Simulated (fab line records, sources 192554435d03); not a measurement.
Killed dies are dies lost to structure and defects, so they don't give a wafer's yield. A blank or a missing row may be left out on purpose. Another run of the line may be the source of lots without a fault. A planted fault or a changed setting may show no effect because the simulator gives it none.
Matching of chambers / flow n5 finfet / N5_BEOL_M0_CUTY_ETCH_63 on rie diel-05: 4 sister chambers
The step etches SOC in N2/H2, target depth 82.7 nm, overetch 16.5 nm, time 124 s. 14 wafers are shown with their chamber, then 7 later ones without.

## EACH WAFER AND ITS CHAMBER
wafer=L078.2; chamber=2; showerhead plenum p Torr (Torr)=2.41; throttle valve pct (%)=18.09; drypump motor current A (A)=5.9
wafer=L078.3; chamber=0; showerhead plenum p Torr (Torr)=2.42; throttle valve pct (%)=17.79; drypump motor current A (A)=5.9
wafer=L078.6; chamber=0; showerhead plenum p Torr (Torr)=2.42; throttle valve pct (%)=17.81; drypump motor current A (A)=5.9
wafer=L081.3; chamber=0; showerhead plenum p Torr (Torr)=2.42; throttle valve pct (%)=17.82; drypump motor current A (A)=5.9
wafer=L081.4; chamber=3; showerhead plenum p Torr (Torr)=2.61; throttle valve pct (%)=17.58; drypump motor current A (A)=6.2
wafer=L081.5; chamber=3; showerhead plenum p Torr (Torr)=2.61; throttle valve pct (%)=17.57; drypump motor current A (A)=6.1
wafer=L088.1; chamber=0; showerhead plenum p Torr (Torr)=2.41; throttle valve pct (%)=17.84; drypump motor current A (A)=5.9
wafer=L088.4; chamber=2; showerhead plenum p Torr (Torr)=2.41; throttle valve pct (%)=18.11; drypump motor current A (A)=6.0
wafer=L088.5; chamber=0; showerhead plenum p Torr (Torr)=2.41; throttle valve pct (%)=17.85; drypump motor current A (A)=5.9
wafer=L090.3; chamber=1; showerhead plenum p Torr (Torr)=2.52; throttle valve pct (%)=17.72; drypump motor current A (A)=5.0
wafer=L090.5; chamber=0; showerhead plenum p Torr (Torr)=2.41; throttle valve pct (%)=17.84; drypump motor current A (A)=5.9
wafer=L090.6; chamber=1; showerhead plenum p Torr (Torr)=2.52; throttle valve pct (%)=17.73; drypump motor current A (A)=5.0
wafer=L091.1; chamber=0; showerhead plenum p Torr (Torr)=2.41; throttle valve pct (%)=17.85; drypump motor current A (A)=5.8
wafer=L091.4; chamber=3; showerhead plenum p Torr (Torr)=2.60; throttle valve pct (%)=17.58; drypump motor current A (A)=6.1

SIGNATURES, as means of the wafers listed above
reading=showerhead plenum p Torr; chamber 0=2.4143; chamber 1=2.5200; chamber 2=2.4100; chamber 3=2.6067; scatter within a chamber=0.00488
reading=throttle valve pct; chamber 0=17.8286; chamber 1=17.7250; chamber 2=18.1000; chamber 3=17.5767; scatter within a chamber=0.0184
reading=drypump motor current A; chamber 0=5.886; chamber 1=5.000; chamber 2=5.950; chamber 3=6.133; scatter within a chamber=0.045
Rule: for each reading, subtract the chamber's mean from the wafer's reading, divide by that reading's scatter and square the result; add these up over the readings and take the root, which gives the wafer's distance from the chamber. If the next closest chamber is less than 2 further off than the closest, the wafer can't be placed; otherwise it belongs to the closest. The scatter: take each reading less its chamber's mean, square it, sum over the shown wafers, divide by the number of wafers less the number of chambers, and take the root.

## WAFERS WITHOUT THEIR CHAMBER
wafer=L091.5; showerhead plenum p Torr (Torr)=2.41; throttle valve pct (%)=17.85; drypump motor current A (A)=5.9
wafer=L096.1; showerhead plenum p Torr (Torr)=2.59; throttle valve pct (%)=17.61; drypump motor current A (A)=6.2
wafer=L096.4; showerhead plenum p Torr (Torr)=2.52; throttle valve pct (%)=17.73; drypump motor current A (A)=5.0
wafer=L096.6; showerhead plenum p Torr (Torr)=2.72; throttle valve pct (%)=17.74; drypump motor current A (A)=6.0
wafer=L097.1; showerhead plenum p Torr (Torr)=2.72; throttle valve pct (%)=17.76; drypump motor current A (A)=6.0
wafer=L097.2; showerhead plenum p Torr (Torr)=2.52; throttle valve pct (%)=17.75; drypump motor current A (A)=5.0
wafer=L097.3; showerhead plenum p Torr (Torr)=2.59; throttle valve pct (%)=17.62; drypump motor current A (A)=6.1

## EACH ONE'S CHAMBER
wafer=L091.5; from the rows above=0; in truth=0
wafer=L096.1; from the rows above=3; in truth=3
wafer=L096.4; from the rows above=1; in truth=1
wafer=L096.6; from the rows above=3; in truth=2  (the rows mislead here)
wafer=L097.1; from the rows above=3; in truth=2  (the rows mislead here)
wafer=L097.2; from the rows above=1; in truth=1
wafer=L097.3; from the rows above=3; in truth=3
Correctly placed: 5 of 7. Number that these rows cannot place: 0. Number placed wrongly: 2.
